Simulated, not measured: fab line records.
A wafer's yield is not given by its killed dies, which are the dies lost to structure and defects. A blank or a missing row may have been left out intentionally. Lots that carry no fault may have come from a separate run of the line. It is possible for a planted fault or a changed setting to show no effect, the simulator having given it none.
What tool caused it? + flow nand-harc + 36 wafers from 12 lots sampled at 6 of the route's 1302 steps

## WHAT THE GAUGES READ, wafer by wafer
NHARC_HYBRID_BOND_INSPECT_06: inspects for defects (ir void).
| lot  | measured     | on                | raw-defect-count |
|------|--------------|-------------------|------------------|
| L075 | day 23 19:21 | defect-inspect-01 | 141 170 160      |
| L076 | day 24 15:01 | defect-inspect-02 | 81 73 69         |
| L079 | day 25 07:49 | defect-inspect-02 | 133 142 144      |
| L081 | day 26 05:07 | defect-inspect-02 | 102 72 74        |
| L083 | day 27 08:16 | defect-inspect-01 | 142 126 143      |
| L085 | day 28 08:03 | defect-inspect-01 | 105 120 122      |
| L087 | day 28 23:00 | defect-inspect-02 | 85 89 67         |
| L088 | day 29 23:44 | defect-inspect-01 | 158 144 162      |
| L090 | day 31 03:37 | defect-inspect-01 | 103 114 123      |
| L095 | day 31 22:44 | defect-inspect-01 | 47 49 40         |
| L094 | day 31 22:46 | defect-inspect-02 | 109 119 107      |
| L097 | day 33 05:30 | defect-inspect-02 | 36 37 30         |

## WHAT TOOL EACH LOT RAN ON (gives the tool, then ch and the chambers of the sampled wafers, and finally the start)
| lot  | NHARC_A_CONTACT_CMP_20        | NHARC_A_M0_PVD_20                       | NHARC_A_M1_ETCH_35                 | NHARC_A_M1_ANNEAL_31             | NHARC_A_M1_PRE_CLEAN_32         |
|------|-------------------------------|-----------------------------------------|------------------------------------|----------------------------------|---------------------------------|
| L075 | cmp-01 ch 1,2,3, day 22 18:39 | pvd-sputter-01, day 23 03:36 or earlier | rie-diel-04 ch 0,2,3, day 23 03:36 | rtp-anneal-02 ch 0, day 23 05:20 | pecvd-04 ch 1,2, day 23 06:13   |
| L076 | cmp-02 ch 0,1,3, day 23 13:47 | pvd-sputter-02, day 23 22:56 or earlier | rie-diel-11 ch 0,1,2, day 23 22:56 | rtp-anneal-01 ch 0, day 24 00:39 | pecvd-01 ch 1,2, day 24 01:28   |
| L079 | cmp-03 ch 0,1,3, day 24 05:41 | pvd-sputter-02, day 24 15:06 or earlier | rie-diel-11 ch 0,3, day 24 15:06   | rtp-anneal-02 ch 0, day 24 16:50 | pecvd-04 ch 1,2, day 24 17:42   |
| L081 | cmp-02 ch 1,3, day 25 02:13   | pvd-sputter-02, day 25 11:19 or earlier | rie-diel-04 ch 0,3, day 25 11:19   | rtp-anneal-01 ch 0, day 25 13:00 | pecvd-01 ch 0,2, day 25 13:54   |
| L083 | cmp-03 ch 0,1, day 26 03:46   | pvd-sputter-01, day 26 12:50 or earlier | rie-diel-08 ch 0,1, day 26 12:50   | rtp-anneal-01 ch 0, day 26 14:31 | pecvd-02 ch 0,1,2, day 26 15:24 |
| L085 | cmp-03 ch 0,1,2, day 27 05:14 | pvd-sputter-03, day 27 14:22 or earlier | rie-diel-11 ch 1,2, day 27 14:22   | rtp-anneal-01 ch 0, day 27 16:07 | pecvd-02 ch 1,2, day 27 17:11   |
| L087 | cmp-02 ch 2,3, day 27 18:41   | pvd-sputter-02, day 28 03:40 or earlier | rie-diel-11 ch 1,2,3, day 28 03:40 | rtp-anneal-01 ch 0, day 28 05:29 | pecvd-04 ch 0,1,2, day 28 06:15 |
| L088 | cmp-01 ch 0,1,3, day 28 21:14 | pvd-sputter-01, day 29 06:11 or earlier | rie-diel-08 ch 0,2,3, day 29 06:11 | rtp-anneal-01 ch 0, day 29 07:51 | pecvd-04 ch 0,2, day 29 08:44   |
| L090 | cmp-01 ch 1,2, day 29 22:16   | pvd-sputter-03, day 30 07:58 or earlier | rie-diel-11 ch 0,2, day 30 07:58   | rtp-anneal-02 ch 0, day 30 09:42 | pecvd-01 ch 1,2, day 30 10:35   |
| L095 | cmp-02 ch 0,2,3, day 30 16:49 | pvd-sputter-01, day 31 02:29 or earlier | rie-diel-11 ch 0,2, day 31 02:29   | rtp-anneal-02 ch 0, day 31 04:08 | pecvd-01 ch 0,1,2, day 31 05:01 |
| L094 | cmp-03 ch 0,1,2, day 30 21:50 | pvd-sputter-03, day 31 07:16 or earlier | rie-diel-04 ch 0,2, day 31 07:16   | rtp-anneal-02 ch 0, day 31 08:59 | pecvd-04 ch 0,2, day 31 09:52   |
| L097 | cmp-03 ch 0,1,2, day 32 03:45 | pvd-sputter-01, day 32 13:05 or earlier | rie-diel-04 ch 0,3, day 32 13:05   | rtp-anneal-01 ch 0, day 32 14:50 | pecvd-01 ch 0,1,2, day 32 15:43 |
- NHARC_A_CONTACT_CMP_20: polishes, t overpolish 30 s, target thk 300 nm.
- NHARC_A_M0_PVD_20: deposits TaN, target thk 5 nm, time 8.06 s.
- NHARC_A_M1_ETCH_35: etches the open film in N2/H2, target depth 40 nm, overetch 12 nm, time 43.94 s.
- NHARC_A_M1_ANNEAL_31: time 90 s.
- NHARC_A_M1_PRE_CLEAN_32: time 12 s.

## THE ANSWER, worked out from the rows above alone
Rule: what is usual is taken from the lots themselves. Put in order of their means at a reading, lots are off if they are a third of the lots or fewer, leave a main group of 4 or more, and stand apart from it by a gap of 3 or more times the standard deviation of the main group's means; of several such gaps the widest counts. If all means in a main group match to the digits the tables above print for the reading, that group is not used. A lot without any number at a reading at which 4 lots or more have one is off too. The other lots that the step has rows for count as sound.
Nothing can be told from this: no lot is off at any reading shown.

## WHAT THE SIMULATOR PUT IN
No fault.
